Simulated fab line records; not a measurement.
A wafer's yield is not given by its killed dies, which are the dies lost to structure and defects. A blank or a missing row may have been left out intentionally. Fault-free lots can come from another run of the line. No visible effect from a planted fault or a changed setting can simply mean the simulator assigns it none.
Which tool did it? ; flow n5 finfet ; at 1 step of a route of 1938, 6 lots with 18 wafers sampled

== WHAT EACH GAUGE READ, for each wafer ==
N5_BEOL_M10_OCD_MEAS_38.
lot;measured;on;trench depth nm (nm)
L309;day 11 07:16;ocd-02;148 144 148
L311;day 12 00:50;ocd-02;144 141 142
L315;day 12 23:21;ocd-01;148 148 150
L319;day 13 17:39;ocd-02;145 155 155
L318;day 14 13:40;ocd-01;147 143 147
L326;day 16 06:25;ocd-01;145 152 143

== WHAT TOOL EACH LOT RAN ON (gives the tool, then ch and the chambers of the sampled wafers, and finally the start) ==
The record holds no process step before these readings.

== THE ANSWER, worked out from the rows above alone ==
Rule: usual is defined by the lots themselves. The widest of any qualifying gaps counts: lots, ordered by their means at a reading, are off when they make up no more than a third of the lots, leave a main group of 4 or more, and stand apart from it by 3 or more times the standard deviation of that group's means. A main group is skipped when, at the precision printed for the reading in the tables above, its means are all equal. A lot without any number at a reading at which 4 lots or more have one is off too. Any other lot the step has rows for is counted as sound.
No lot is off at any reading shown: from this, nothing can be told.

== WHAT WAS PUT IN BY THE SIMULATOR ==
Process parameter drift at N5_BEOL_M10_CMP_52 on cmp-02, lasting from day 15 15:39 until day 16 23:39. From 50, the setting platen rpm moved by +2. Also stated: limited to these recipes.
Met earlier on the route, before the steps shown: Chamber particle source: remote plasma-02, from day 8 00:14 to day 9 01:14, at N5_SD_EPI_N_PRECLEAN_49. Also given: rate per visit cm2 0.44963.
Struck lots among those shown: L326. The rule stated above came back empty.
